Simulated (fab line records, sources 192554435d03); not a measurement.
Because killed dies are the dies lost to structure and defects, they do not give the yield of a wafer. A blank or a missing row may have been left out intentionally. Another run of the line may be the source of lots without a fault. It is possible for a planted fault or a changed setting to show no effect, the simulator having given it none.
Which tool was responsible? -- flow n5 finfet -- 72 wafers from 24 lots sampled at 4 of the route's 1938 steps

WHAT THE GAUGES SHOWED, per wafer
N5_BEOL_M2_INSPECT_30: inspects for defects (brightfield). Usual: raw defect count at 404, with a standard deviation of 110.
lot,measured,on,raw defect count,flag
L074,day 6 16:26,defect inspect-02,724 349 588,
L075,day 6 20:56,defect inspect-01,256 339 316,
L076,day 7 01:00,defect inspect-01,299 305 393,
L077,day 7 01:05,defect inspect-02,543 628 477,
L078,day 7 15:19,defect inspect-01,460 364 359,
L080,day 7 23:45,defect inspect-01,290 427 326,
L079,day 8 05:16,defect inspect-01,346 331 413,
L081,day 8 05:31,defect inspect-01,276 259 292,
L082,day 8 09:26,defect inspect-01,438 332 354,
L083,day 9 13:00,defect inspect-01,499 384 419,
L084,day 9 13:49,defect inspect-02,353 413 380,
L085,day 10 04:38,defect inspect-02,546 543 496,
L086,day 10 12:52,defect inspect-02,576 461 608,
L087,day 10 13:41,defect inspect-01,365 373 338,
L089,day 10 14:05,defect inspect-02,420 470 491,
L090,day 10 16:55,defect inspect-01,308 372 324,
L088,day 10 16:44,defect inspect-01,333 450 435,
L091,day 10 19:38,defect inspect-02,404 304 297,
L092,day 11 07:28,defect inspect-01,353 348 389,
L093,day 11 08:07,defect inspect-02,696 511 610,
L094,day 11 22:06,defect inspect-01,359 260 437,
L095,day 12 01:30,defect inspect-01,373 323 390,
L096,day 12 04:17,defect inspect-01,327 347 411,
L097,day 12 05:35,defect inspect-01,303 429 218,

WHICH TOOL RAN EACH LOT (tool, then ch and the chambers of the sampled wafers, then the start)
lot,N5_BEOL_M2_ILD_DEP_00,N5_BEOL_M2_PECVD_72,N5_BEOL_M2_STRIP_19
L074,"pecvd-03 ch 0,1,2, day 6 14:46","pecvd-04 ch 0,2, day 6 14:52","rie diel-03 ch 2,3, day 6 15:50"
L075,"pecvd-02 ch 0,2, day 6 18:30","pecvd-04 ch 0,2, day 6 18:36","rie diel-04 ch 0,1,3, day 6 20:27"
L076,"pecvd-03 ch 0,2, day 6 22:42","pecvd-04 ch 1,2, day 6 22:49","rie diel-03 ch 1,3, day 7 00:23"
L077,"pecvd-04 ch 0,2, day 6 23:05","pecvd-02 ch 0,1,2, day 6 23:12","rie diel-03 ch 0,1,2, day 7 00:36"
L078,"pecvd-04 ch 1,2, day 7 13:23","pecvd-03 ch 0,1, day 7 13:29","rie diel-06 ch 1,2,3, day 7 14:50"
L080,"pecvd-04 ch 0,2, day 7 21:41","pecvd-02 ch 0,1, day 7 21:48","rie diel-06 ch 1,2,3, day 7 23:09"
L079,"pecvd-04 ch 0,1, day 8 03:05","pecvd-03 ch 0,1,2, day 8 03:12","rie diel-03 ch 2,3, day 8 04:47"
L081,"pecvd-04 ch 0,1, day 8 03:46","pecvd-04 ch 0,2, day 8 03:52","rie diel-04 ch 1,3, day 8 05:02"
L082,"pecvd-04 ch 0,1, day 8 07:34","pecvd-02 ch 0,2, day 8 07:41","rie diel-04 ch 0,2, day 8 08:58"
L083,"pecvd-03 ch 0,1,2, day 9 10:37","pecvd-04 ch 0,1,2, day 9 10:43","rie diel-06 ch 0,2,3, day 9 12:32"
L084,"pecvd-03 ch 0,1,2, day 9 12:15","pecvd-02 ch 1,2, day 9 12:22","rie diel-04 ch 1,2,3, day 9 13:20"
L085,"pecvd-03 ch 0,1,2, day 10 00:20","pecvd-04 ch 0,1, day 10 00:26","rie diel-03 ch 1,2,3, day 10 04:01"
L086,"pecvd-03 ch 0,2, day 10 09:05","pecvd-03 ch 0,1,2, day 10 09:11","rie diel-04 ch 0,2,3, day 10 12:24"
L087,"pecvd-04 ch 0,2, day 10 11:33","pecvd-02 ch 0,1, day 10 11:40","rie diel-06 ch 0,1, day 10 13:04"
L089,"pecvd-03 ch 0,1,2, day 10 12:10","pecvd-04 ch 0,2, day 10 12:16","rie diel-06 ch 1,3, day 10 13:29"
L090,"pecvd-03 ch 0,1, day 10 13:25","pecvd-03 ch 0,1,2, day 10 13:32","rie diel-04 ch 1,2, day 10 16:08"
L088,"pecvd-02 ch 0,1, day 10 13:32","pecvd-02 ch 0,1, day 10 13:40","rie diel-03 ch 0,2,3, day 10 16:08"
L091,"pecvd-02 ch 0, day 10 15:56","pecvd-04 ch 2, day 10 16:04","rie diel-06 ch 1,2,3, day 10 19:09"
L092,"pecvd-03 ch 0,1,2, day 11 02:07","pecvd-04 ch 0,2, day 11 02:13","rie diel-03 ch 1,2,3, day 11 06:52"
L093,"pecvd-02 ch 0,2, day 11 03:55","pecvd-02 ch 0,1,2, day 11 04:01","rie diel-04 ch 0,1,3, day 11 07:38"
L094,"pecvd-03 ch 0,2, day 11 19:14","pecvd-04 ch 1,2, day 11 19:20","rie diel-06 ch 0,2,3, day 11 21:29"
L095,"pecvd-03 ch 0,1, day 11 20:49","pecvd-04 ch 0,1,2, day 11 20:55","rie diel-03 ch 0,1,2, day 12 00:54"
L096,"pecvd-04 ch 1,2, day 12 00:03","pecvd-02 ch 0,1,2, day 12 00:10","rie diel-06 ch 0,3, day 12 03:41"
L097,"pecvd-03 ch 0,2, day 12 03:23","pecvd-03 ch 0,2, day 12 03:31","rie diel-03 ch 0,2,3, day 12 04:57"
- N5_BEOL_M2_ILD_DEP_00: deposits SiOC from DEMS/O2, target thk 79 nm, time 15.3 s.
- N5_BEOL_M2_PECVD_72: deposits SiO2 from TEOS/O2, target thk 16 nm, time 18 s.
- N5_BEOL_M2_STRIP_19: strips in O2.

WHAT THE TOOLS THEMSELVES READ (means of the sampled wafers that have a number; where no wafer has one, the mark that the record gives instead)
N5_BEOL_M2_ILD_DEP_00. Usual: heater power w 530 W, standard deviation 80; showerhead plenum p Torr 5.699 Torr, standard deviation 0.019; throttle valve pct 12.2 %, standard deviation 1.3.
lot,tool,heater power w (W),showerhead plenum p Torr (Torr),throttle valve pct (%),flag
L074,pecvd-03,590,5.711,12.6,
L075,pecvd-02,556,5.668,11.6,
L076,pecvd-03,605,5.696,13.2,
L077,pecvd-04,470,5.698,11.4,
L078,pecvd-04,437,5.688,12.2,
L080,pecvd-04,424,5.709,11.1,
L079,pecvd-04,424,5.681,12.4,
L081,pecvd-04,443,5.690,12.2,
L082,pecvd-04,482,5.692,11.7,
L083,pecvd-03,554,5.713,12.6,
L084,pecvd-03,571,5.712,12.6,
L085,pecvd-03,597,5.712,12.6,
L086,pecvd-03,584,5.710,12.1,
L087,pecvd-04,501,5.703,11.2,
L089,pecvd-03,593,5.702,12.7,
L090,pecvd-03,549,5.691,14.0,
L088,pecvd-02,552,5.688,11.4,
L091,pecvd-02,584,5.662,11.2,
L092,pecvd-03,543,5.705,12.7,
L093,pecvd-02,626,5.664,11.4,
L094,pecvd-03,589,5.701,13.3,
L095,pecvd-03,503,5.696,13.7,
L096,pecvd-04,452,5.694,12.4,
L097,pecvd-03,600,5.697,13.1,

N5_BEOL_M2_PECVD_72. Usual: heater power w 760 W, standard deviation 110; showerhead plenum p Torr 8.78 Torr, standard deviation 0.077; throttle valve pct 22.4 %, standard deviation 1.9.
lot,tool,heater power w (W),showerhead plenum p Torr (Torr),throttle valve pct (%),flag
L074,pecvd-04,753,8.80,20.9,
L075,pecvd-04,721,8.82,20.9,
L076,pecvd-04,657,8.81,21.9,
L077,pecvd-02,816,8.72,22.7,
L078,pecvd-03,814,8.80,25.8,
L080,pecvd-02,776,8.77,22.0,
L079,pecvd-03,871,8.85,23.7,
L081,pecvd-04,666,8.84,20.9,
L082,pecvd-02,978,8.68,23.0,
L083,pecvd-04,632,8.79,22.0,
L084,pecvd-02,789,8.78,23.4,
L085,pecvd-04,676,8.75,22.9,
L086,pecvd-03,803,8.86,23.8,
L087,pecvd-02,740,8.71,21.6,
L089,pecvd-04,683,8.79,21.0,
L090,pecvd-03,863,8.86,23.8,
L088,pecvd-02,723,8.71,21.5,
L091,pecvd-04,716,8.86,21.1,
L092,pecvd-04,744,8.80,21.0,
L093,pecvd-02,804,8.72,21.9,
L094,pecvd-04,643,8.80,22.2,
L095,pecvd-04,687,8.79,22.2,
L096,pecvd-02,783,8.72,22.2,
L097,pecvd-03,882,8.84,22.6,

N5_BEOL_M2_STRIP_19. Usual: drypump motor current A 5.6 A, standard deviation 0.51; oes product au 0.81 a.u., standard deviation 0.081; rf vpp V 3.6 V, standard deviation 0.46; showerhead plenum p Torr 2.10 Torr, standard deviation 0.075; throttle valve pct 16.63 %, standard deviation 0.22.
lot,tool,drypump motor current A (A),oes product au (a.u.),rf vpp V (V),showerhead plenum p Torr (Torr),throttle valve pct (%),flag
L074,rie diel-03,5.7,0.85,3.3,2.04,16.65,
L075,rie diel-04,5.5,0.76,3.9,2.05,16.55,
L076,rie diel-03,6.1,0.82,3.5,2.08,16.29,
L077,rie diel-03,5.7,0.82,3.4,2.11,16.54,
L078,rie diel-06,5.4,0.85,3.4,2.21,16.71,
L080,rie diel-06,5.4,0.86,3.7,2.21,16.71,
L079,rie diel-03,5.7,0.83,3.6,2.03,16.55,
L081,rie diel-04,5.7,0.73,2.9,2.03,16.45,
L082,rie diel-04,6.2,0.72,3.5,2.05,16.93,
L083,rie diel-06,5.2,0.84,3.9,2.17,16.76,
L084,rie diel-04,6.1,0.70,3.6,2.04,16.68,
L085,rie diel-03,5.9,0.80,3.3,2.05,16.52,
L086,rie diel-04,5.8,0.72,3.7,2.06,16.81,
L087,rie diel-06,5.7,0.88,4.2,2.18,16.49,
L089,rie diel-06,5.6,0.89,3.7,2.21,16.58,
L090,rie diel-04,6.4,0.68,3.4,2.03,16.85,
L088,rie diel-03,5.5,0.79,3.5,2.08,16.68,
L091,rie diel-06,5.4,0.91,3.9,2.20,16.62,
L092,rie diel-03,5.9,0.79,3.6,2.04,16.54,
L093,rie diel-04,5.5,0.74,3.5,2.03,16.61,
L094,rie diel-06,5.2,0.88,3.7,2.17,16.64,
L095,rie diel-03,5.7,0.77,4.1,2.10,16.64,
L096,rie diel-06,5.2,0.87,3.6,2.15,16.65,
L097,rie diel-03,5.5,0.77,3.9,2.07,16.70,

THE ANSWER, worked out from the rows above alone
Rule: a lot counts as off when the mean over its wafers that have a number is more than 3 standard deviations away from the usual mean. A lot without any number at a reading at which 4 lots or more have one is off too. The other lots that the step has rows for count as sound. Order of review: gauges by route order, followed by the tools' own readings, for which a lot's mean as printed above is used. The first step at which some lot is off is used, and at that step the reading that is off furthest; a lot without a number counts as furthest.
Across all readings shown, no lot is off: no conclusion can be drawn from this.

WHAT THE SIMULATOR HAD INSERTED
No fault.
